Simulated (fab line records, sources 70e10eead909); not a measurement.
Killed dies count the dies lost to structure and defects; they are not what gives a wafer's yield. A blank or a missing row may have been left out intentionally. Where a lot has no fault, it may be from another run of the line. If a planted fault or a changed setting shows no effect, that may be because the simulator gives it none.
Chamber matching	flow nand-harc	NHARC_P_M0_DESCUM_14 on rie-diel-03 has 4 sister chambers
The step chemistry O2, time 3 s. 18 wafers are shown with their chamber, then 9 later ones without.

## EACH WAFER AND ITS CHAMBER
wafer	chamber	showerhead-plenum-p-Torr (Torr)	oes-product-au (a.u.)	rf-vpp-V (V)
L075.1	0	1.79	1.023	56.8
L075.3	3	2.04	1.021	58.7
L075.6	1	1.82	0.991	56.1
L078.1	3	2.04	1.027	57.6
L078.5	1	1.82	0.999	58.8
L078.6	3	2.04	1.022	57.0
L081.2	3	2.04	1.005	59.1
L081.3	1	1.82	1.015	57.8
L081.6	0	1.78	1.020	56.9
L085.1	1	1.82	1.003	60.0
L085.2	2	2.01	1.005	57.9
L085.3	0	1.78	1.037	57.7
L086.1	2	2.01	1.004	57.4
L086.2	1	1.81	1.002	57.7
L086.5	3	2.03	1.006	57.8
L087.1	2	2.01	1.017	58.7
L087.4	3	2.03	1.000	57.7
L087.6	3	2.03	1.000	58.5

SIGNATURES, as means of the wafers listed above
reading	chamber 0	chamber 1	chamber 2	chamber 3	scatter within a chamber
showerhead-plenum-p-Torr	1.7833	1.8180	2.0100	2.0357	0.00477
oes-product-au	1.02667	1.00200	1.00867	1.01157	0.00981
rf-vpp-V	57.133	58.080	58.000	58.057	0.96
Rule: for a wafer and a chamber, the distance is found by dividing, reading by reading, the gap between the wafer's reading and the chamber's mean by the reading's scatter, squaring, summing and taking the root. If the next closest chamber is less than 2 further off than the closest, the wafer can't be placed; otherwise it belongs to the closest. How the scatter is found: for the shown wafers, subtract from each reading the mean of its chamber, square and add these, divide the total by (wafers less chambers), then take the root.

## WAFERS WITH NO CHAMBER GIVEN
wafer	showerhead-plenum-p-Torr (Torr)	oes-product-au (a.u.)	rf-vpp-V (V)
L095.1	1.78	1.031	57.2
L095.3	2.01	1.004	60.5
L095.6	1.81	0.994	56.2
L094.1	2.01	1.000	57.6
L094.2	2.03	1.012	57.9
L094.5	1.81	0.992	57.6
L097.3	1.78	1.034	57.3
L097.4	2.03	1.008	59.1
L097.6	1.81	1.000	58.1

## WHICH CHAMBER EACH ONE RAN IN
wafer	from the rows above	in truth
L095.1	0	0
L095.3	2	2
L095.6	1	1
L094.1	2	2
L094.2	3	3
L094.5	1	1
L097.3	0	0
L097.4	3	3
L097.6	1	1
Correct placement for 9 of the 9. Number that these rows cannot place: 0. Number placed wrongly: 0.
